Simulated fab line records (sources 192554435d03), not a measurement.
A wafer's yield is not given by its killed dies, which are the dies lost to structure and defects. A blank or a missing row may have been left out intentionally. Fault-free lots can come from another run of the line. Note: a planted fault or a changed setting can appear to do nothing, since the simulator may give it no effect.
Problem report, 8D (eight disciplines) form, completed by code    flow n5Finfet    the parts of the form that need people (team, actions taken, sign-off) are left out
Where a reading is given only as a bound, like >300, the bound stands for it, and a mean or a difference that rests on one is marked > or <: the true number lies beyond.

== 1. WHAT IS WRONG ==
rawDefectCount at N5_HKMG_FIN_INSPECT_61 reads a mean of >300 on 1 wafer of 1 lot; wafers without a fault read 2.0 with a standard deviation of 1.3. That is +99 or more standard deviations from the usual mean.
The step: inspects for defects (macro).
First seen on wafer L410.1, day 6 06:39, on defectInspect-01. The record holds 31 wafers of 11 lots with a number at this step. Rule for "out" (also "out of limits"): further than 4 standard deviations from the usual mean. Any other wafer with a number is counted as sound.

== 2. WHAT IT IS AND WHAT IT IS NOT ==
question                     is                is not
which readings at this step  rawDefectCount    -
which lots                   L410              L401, L402, L404, L415, L417, L419, L420, L421, L423, L424
which wafers of those lots   L410.1            L410.3, L410.6
read on which gauges         defectInspect-01  defectInspect-02
when                         from day 6 06:39  up to then (11 sound wafers); but 19 sound wafers of L415, L417, L419, L420, L421, L423, L424 came after

== 3. THE SUSPECTS, EACH WITH WHAT RULES IT OUT ==
Counting: a tool at a process step up to the reading stays a suspect if it ran every lot that is out. Sound lots after the first of them don't rule it out here, since some wafers of a struck lot are sound.
- the gauge at N5_HKMG_FIN_INSPECT_61 is ruled out. All the wafers that are out were read on defectInspect-01, but those of them that N5_PASSIVATION_PROBE_49 has rows for are out there too, on other tools.
- rtpAnneal-01 at N5_HKMG_FIN_HK_ANNEAL_02 (time 30 s): kept. It ran the lot that is out, L410 (day 6 05:50); its last sound lot up to then is L404 (day 4 19:00).
- aldHk-02 at N5_HKMG_FIN_ALD_75 (deposits Al2O3, target thk 1 nm, co reactant pulse time 1 s): kept. It ran the lot that is out, L410 (day 6 06:08); its last sound lot up to then is L404 (day 4 19:16).
- Within aldHk-02 at N5_HKMG_FIN_ALD_75: the wafers that are out ran in chamber 3; their sound lot-mates ran in chamber 2.
Remaining after the count are rtpAnneal-01 at N5_HKMG_FIN_HK_ANNEAL_02 and aldHk-02 at N5_HKMG_FIN_ALD_75.

== 4. THE CAUSE (what the simulator had put in) ==
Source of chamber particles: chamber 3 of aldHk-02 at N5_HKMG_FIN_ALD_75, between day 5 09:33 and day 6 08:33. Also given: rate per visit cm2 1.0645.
After counting, 2 suspects remain, this tool included.

== 5. THE EFFECT CHAIN, in route order ==
One row per reading whose mean, taken over the struck wafers that have a number, lies over 3 standard deviations from the usual. Only readings whose record carries a usual standard deviation are examined. hours: median over the lots of the time between each lot's start at the first step of this table that gives one and its start at this step. sigmas: the change, counted in usual standard deviations.
hours  step                     reading           usual  on struck wafers  change  sigmas
0      N5_HKMG_FIN_INSPECT_61   rawDefectCount    2.0    >300              >+298   +99 or more
196    N5_PASSIVATION_PROBE_49  killedAtFrontEnd  39     112               +73     +5.2
196    N5_PASSIVATION_PROBE_49  killedDies        100    174               +74     +4.4
Its process steps:
- N5_PASSIVATION_PROBE_49

== 6. WHAT WOULD HAVE CAUGHT IT SOONER ==
The first out-of-limits reading at a measuring or inspecting step in this record came at day 6 06:39, 21 hours after the fault's start at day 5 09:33.
No tool reading at N5_HKMG_FIN_ALD_75 that has a usual standard deviation in the record was out on any struck wafer, so an alarm limit of 4 standard deviations on those readings would not have fired.
Each of the lots that are out, 1 in all, had begun N5_HKMG_FIN_ALD_75 on aldHk-02 no later than day 6 06:39. A hold on the tool at that time would have spared none of them.
